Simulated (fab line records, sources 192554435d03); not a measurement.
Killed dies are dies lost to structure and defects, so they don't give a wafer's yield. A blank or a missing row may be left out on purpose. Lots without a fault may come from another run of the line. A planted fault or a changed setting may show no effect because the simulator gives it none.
Split-lot experiment | flow n5_finfet | 7 lots, 39 wafers read, on a route of 1938 steps

THE SPLIT
At N5_SD_EPI_N_ETCH_35 (etches SOC in N2/H2, overetch 108 nm, time 486 s), the setting time_s was moved away from the recipe's 486 s on 18 of the 39 wafers read, by -49.4% to +56.7%. The other wafers ran this setting at the recipe's value.

The reading is taken at the split's own step.

THE READING
SD_EPI_N.cd_nm (the simulator's own value, which no gauge read), in nm, at N5_SD_EPI_N_ETCH_35 (etches SOC in N2/H2, overetch 108 nm, time 486 s). The file gives no usual value for it. The 21 wafers here that ran the recipe average 120.3 nm, standard deviation 0.86 nm.

wafer  | tool, chamber at the split | time_s as run, s | against the recipe | SD_EPI_N.cd_nm, nm | against lot-mates on the recipe
L076.2 | rie_diel-06, 0             | 486              | recipe             | 120.8              | -
L076.3 | rie_diel-06, 1             | 486              | recipe             | 120.8              | -
L076.5 | rie_diel-06, 2             | 486              | recipe             | 121                | -
L082.1 | rie_diel-05, 2             | 486              | recipe             | 121.2              | -
L082.2 | rie_diel-05, 3             | 486              | recipe             | 119.4              | -
L082.3 | rie_diel-05, 0             | 583.4            | +20.0%             | 122                | +1.5
L082.4 | rie_diel-05, 1             | 583.4            | +20.0%             | 124.2              | +3.7
L082.5 | rie_diel-05, 2             | 583.4            | +20.0%             | 122.8              | +2.3
L082.6 | rie_diel-05, 1             | 486              | recipe             | 120.8              | -
L086.1 | rie_diel-06, 0             | 486              | recipe             | 121.6              | -
L086.2 | rie_diel-06, 1             | 486              | recipe             | 119.8              | -
L086.3 | rie_diel-06, 3             | 486              | recipe             | 120.8              | -
L086.4 | rie_diel-06, 2             | 761.5            | +56.7%             | 129.4              | +8.7
L086.5 | rie_diel-06, 2             | 761.5            | +56.7%             | 130                | +9.3
L086.6 | rie_diel-06, 1             | 761.5            | +56.7%             | 129.8              | +9.1
L091.1 | rie_diel-05, 1             | 486              | recipe             | 121.8              | -
L091.2 | rie_diel-05, 3             | 486              | recipe             | 121                | -
L091.3 | rie_diel-05, 0             | 370.3            | -23.8%             | 115.6              | -5.5
L091.4 | rie_diel-05, 2             | 370.3            | -23.8%             | 118                | -3.1
L091.5 | rie_diel-05, 2             | 370.3            | -23.8%             | 117                | -4.1
L091.6 | rie_diel-05, 1             | 486              | recipe             | 120.4              | -
L092.1 | rie_diel-05, 1             | 245.8            | -49.4%             | 112.8              | -6.2
L092.2 | rie_diel-05, 3             | 486              | recipe             | 118.4              | -
L092.3 | rie_diel-05, 2             | 245.8            | -49.4%             | 112                | -7.0
L092.4 | rie_diel-05, 0             | 486              | recipe             | 119.6              | -
L092.5 | rie_diel-05, 0             | 486              | recipe             | 119                | -
L092.6 | rie_diel-05, 3             | 245.8            | -49.4%             | 112.8              | -6.2
L093.1 | rie_diel-06, 0,2           | 300.2            | -38.2%             | 113.4              | -6.9
L093.5 | rie_diel-06, 0,2           | 300.2            | -38.2%             | 113.4              | -6.9
L093.2 | rie_diel-06, 3             | 300.2            | -38.2%             | 113.6              | -6.7
L093.3 | rie_diel-06, 1             | 486              | recipe             | 120.4              | -
L093.4 | rie_diel-06, 2             | 486              | recipe             | 120.6              | -
L093.6 | rie_diel-06, 1             | 486              | recipe             | 120                | -
L097.1 | rie_diel-05, 3             | 486              | recipe             | 119.6              | -
L097.2 | rie_diel-05, 0             | 639.3            | +31.5%             | 124                | +4.2
L097.3 | rie_diel-05, 1             | 486              | recipe             | 119.2              | -
L097.4 | rie_diel-05, 2             | 639.3            | +31.5%             | 123.4              | +3.6
L097.5 | rie_diel-05, 2             | 486              | recipe             | 120.6              | -
L097.6 | rie_diel-05, 3             | 639.3            | +31.5%             | 124                | +4.2
Where a row lists several chambers, the file gives one row for several wafers and doesn't say which wafer went through which chamber.

THE FIT
A straight line over all 39 wafers: SD_EPI_N.cd_nm changes by +0.157 nm for each +1% of time_s; r = +0.98; the points scatter about the line by 0.92 nm.
The same after taking each lot's own level away (the mean of its wafers on the recipe; 39 wafers): +0.151 nm for each +1%; r = +0.98; scatter 0.79 nm.
On that fit, the largest move of time_s shifts the reading by 8.5 nm.
The lots' own levels span 119.00 to 121.07 nm, that is 2.4 times the standard deviation above.
So the lot-to-lot level changes the slope little: the two slopes agree.
Check: with one of the wafers moved furthest among these (+56.7%) left out of the fit, the line predicts +8.39 nm for it against its lot-mates. It came out at +8.67 nm against them.

THE WHOLE CHAIN: every reading that the file lists as answering this split, in the file's order
step                | what it does                                     | reading                                                                           | change (the file's fit)               | r (the file's)
N5_SD_EPI_N_ETCH_35 | etches SOC in N2/H2, overetch 108 nm, time 486 s | SiARC_of_SD_EPI_N_COAT_33.thk_nm (the simulator's own value, which no gauge read) | -0.154 nm for each +1% of the setting | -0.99
N5_SD_EPI_N_ETCH_35 | etches SOC in N2/H2, overetch 108 nm, time 486 s | SD_EPI_N.cd_nm (the simulator's own value, which no gauge read)                   | +0.151 nm for each +1% of the setting | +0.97

THE FILE'S OWN FIT
SD_EPI_N.cd_nm changes by +0.151 nm for each +1% of time_s, r = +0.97.
